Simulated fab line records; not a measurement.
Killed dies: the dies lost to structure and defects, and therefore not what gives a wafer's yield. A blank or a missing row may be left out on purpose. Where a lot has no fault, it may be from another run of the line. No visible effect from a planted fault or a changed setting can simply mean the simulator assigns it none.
Matching of chambers -- flow nand_harc -- 4 sister chambers for NHARC_P_ZERO_WELL_ETCH_63 on rie_si-04
The step etches the open film in HBr/Cl2, target depth 120 nm, time 40.1 s. 8 wafers are shown with their chamber, then 12 later ones without.

## WAFERS WITH THEIR CHAMBER
wafer,chamber,drypump_motor_current_A (A),throttle_valve_pct (%)
L079.5,1,6.0,26.404
L084.4,1,6.1,26.416
L085.2,0,6.7,26.419
L085.5,3,5.9,26.389
L085.6,2,5.9,26.410
L087.2,0,6.6,26.396
L087.3,2,5.9,26.415
L087.4,3,5.9,26.416

## WAFERS WITH NO CHAMBER GIVEN
wafer,drypump_motor_current_A (A),throttle_valve_pct (%)
L088.3,5.8,26.402
L088.4,5.9,26.402
L088.6,6.6,26.404
L091.1,6.1,26.408
L091.3,6.6,26.401
L091.4,5.9,26.387
L092.2,6.6,26.404
L092.4,5.9,26.405
L092.6,6.6,26.401
L097.1,6.6,26.408
L097.2,6.0,26.403
L097.6,6.1,26.406

## CHAMBER TAKEN BY EACH
wafer,from the rows above,in truth
L088.3,can't be placed: 3 or 2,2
L088.4,can't be placed: 3 or 2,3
L088.6,0,0
L091.1,1,1
L091.3,0,0
L091.4,can't be placed: 3 or 2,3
L092.2,0,0
L092.4,can't be placed: 3 or 2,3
L092.6,0,0
L097.1,0,0
L097.2,can't be placed: 1 or 3 or 2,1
L097.6,1,1
7 of 12 placed correctly. Can't be placed from these rows: 5 (the true chamber is among the candidates in 5). Number placed wrongly: 0.
How it was worked out, from the rows above alone: a wafer's distance from a chamber is the root of the sum, over the readings, of the square of ((its reading less the chamber's mean) divided by the reading's scatter). The wafer belongs to the nearest chamber; if the next one is less than 2 further off, it can't be placed. Each chamber's mean is taken over the wafers shown for it. The scatter: take each reading less its chamber's mean, square it, sum over the shown wafers, divide by the number of wafers less the number of chambers, and take the root.
